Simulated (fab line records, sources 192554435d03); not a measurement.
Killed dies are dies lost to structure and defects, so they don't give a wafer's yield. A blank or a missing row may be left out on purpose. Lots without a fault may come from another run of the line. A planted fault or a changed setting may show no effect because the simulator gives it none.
A struck lot beside a sound one | flow n5_finfet | 36 steps out of a route of 1938
Sound: wafers L803.1, L803.3, L803.4. Struck: wafers L800.2, L800.5, L800.6. The cause comes at the end.
At each step with rows: each side's tool, then ch and its chambers, then its first start. Under that, the readings that differ: sound wafers | struck wafers | difference of the means | sigmas: that difference in standard deviations of wafers without a fault.
alike: readings whose means differ by less than 2 such deviations, and words and numbers that are the same on both sides. not compared: withheld readings, readings that some wafer has no value for, bounds like >300 that may hide the same value, and numbers for which the record gives no deviation and whose values overlap.
The two part at a step that has a row with sigmas, a row that says differs or no value, or rows on one side only. Numbers that don't overlap but have no deviation are shown without sigmas and don't part them. A reading that every wafer of one side lacks parts them only if that side has two wafers or more.

first, 9 steps without rows for these wafers: N5_WELL_APT_COAT_19 (resist thk 950 nm); N5_WELL_APT_EBR_21; N5_WELL_APT_SOFTBAKE_20 (time 60 s); N5_WELL_APT_EXPOSE_22 (exposes mask PWELL, defocus 0 nm, target cd 200 nm); N5_WELL_APT_PEB_23 (peb time 90 s); N5_WELL_APT_DEVELOP_24 (develop time 45 s); N5_WELL_APT_HARDBAKE_29 (time 120 s); N5_WELL_APT_DESCUM_30 (chemistry O2, time 7.9 s); N5_WELL_APT_IMPLANT_31.
N5_WELL_APT_IMPLANT_32:
  sound on implanter-01 ch 0, day 7 09:14; struck on implanter-02 ch 0, day 6 15:58
  reading                   | sound                | struck               | difference | sigmas
  beam_energy_keV           | 50.036 50.023 50.007 | 60.264 60.270 60.259 | +10.242    | +99 or more
  model.implant.rp_nm (nm)  | 37.77 37.77 37.77    | 43.55 43.55 43.55    | +5.78      |
  model.implant.drp_nm (nm) | 18.55 18.55 18.55    | 21.28 21.28 21.28    | +2.73      |
then, 25 steps without rows for these wafers: N5_WELL_APT_STRIP_33 (strips in SPM, time 900 s); N5_WELL_APT_RTA_34 (time 10 s); N5_WELL_APT_OXIDE_STRIP_42 (strips SiO2 in dHF, time 45 s, target depth 12 nm); N5_WELL_APT_PRECLEAN_36 (cleans in O3/DIW, time 45 s); N5_WELL_APT_PRECLEAN_39 (cleans in dHF, time 60 s); N5_WELL_APT_SRD_37 (time 30 s); N5_WELL_APT_EPI_41 (deposits Si from SiH4/H2, target thk 50 nm, time 297.7 s); N5_PMOS_HMC_CHANNEL_EPI_HM_DEP_34 (deposits SiO2 from TEOS/O2, target thk 36 nm, time 6.9 s); N5_PMOS_HMC_CHANNEL_EPI_COAT_31 (time 60 s, resist thk 66 nm); N5_PMOS_HMC_CHANNEL_EPI_COAT_03 (resist thk 205 nm); N5_PMOS_HMC_CHANNEL_EPI_EBR_05; N5_PMOS_HMC_CHANNEL_EPI_SOFTBAKE_04 (time 60 s); N5_PMOS_HMC_CHANNEL_EPI_EXPOSE_06 (exposes mask PMOS HMC BLK, target cd 240 nm); N5_PMOS_HMC_CHANNEL_EPI_PEB_07 (peb time 60 s); N5_PMOS_HMC_CHANNEL_EPI_DEVELOP_08 (develop time 30 s); N5_PMOS_HMC_CHANNEL_EPI_DESCUM_14 (chemistry O2, time 7.9 s); N5_PMOS_HMC_CHANNEL_EPI_ETCH_32 (etches BARC in N2/H2, stops on SiO2, target depth 85.8 nm, time 50.3 s); N5_PMOS_HMC_CHANNEL_EPI_HM_OPEN_15 (chemistry CHF3/O2, target SiO2, target depth 40.6 nm, time 20.3 s); N5_PMOS_HMC_CHANNEL_EPI_STRIP_33 (strips in N2/H2); N5_PMOS_HMC_CHANNEL_EPI_STRIP_17 (strips in SPM, time 750 s); N5_PMOS_HMC_CHANNEL_EPI_ETCH_38 (etches SiO2 in CF4, target depth 1.5 nm); N5_PMOS_HMC_CHANNEL_EPI_FIN_RECESS_16 (chemistry HBr/Cl2, target Si, target depth 54 nm, time 18 s); N5_PMOS_HMC_CHANNEL_EPI_PRECLEAN_36 (cleans in O3/DIW, time 45 s); N5_PMOS_HMC_CHANNEL_EPI_PRECLEAN_18 (cleans in DHF, time 30 s); N5_PMOS_HMC_CHANNEL_EPI_SRD_19 (time 30 s).
-- the record jumps here: 7 days lie between the struck wafers' starts before and after (it left off in module PMOS_HMC_CHANNEL_EPI and takes up again in module BEOL_M4, whose first step shown is number 1111 of the route) --
N5_BEOL_M4_RC_MEAS_101:
  sound on prober-01 ch 0, day 14 10:28; struck on prober-02 ch 0, day 13 05:23
  reading           | sound             | struck            | difference | sigmas
  CJ_N              | 4.32 4.37 4.33    | 3.64 3.67 3.66    | -0.68      | -9
  IOFF_N (nA/um)    | 0.120 0.162 0.149 | 0.184 0.209 0.182 | +0.048     | +2
  IOFF_P (nA/um)    | 0.148 0.182 0.175 | 0.213 0.227 0.215 | +0.050     | +2
  RS_PWELL (ohm/sq) | 2968 2933 2986    | 2862 2824 2859    | -114       | -4
  SS_P (mV/dec)     | 72.9 73.9 73.4    | 75.4 74.3 74.3    | +1.3       | +2
  alike: DIBL_N, DIBL_P, ION_N, ION_P, SS_N, VT_N, VT_P

WHERE THEY PART
First at N5_WELL_APT_IMPLANT_32; last, within this record, at N5_BEOL_M4_RC_MEAS_101.

WHY: what the simulator had put in
Process parameter drift: implanter-02, from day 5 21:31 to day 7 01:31, at N5_WELL_APT_IMPLANT_32. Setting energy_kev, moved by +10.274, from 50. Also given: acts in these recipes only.
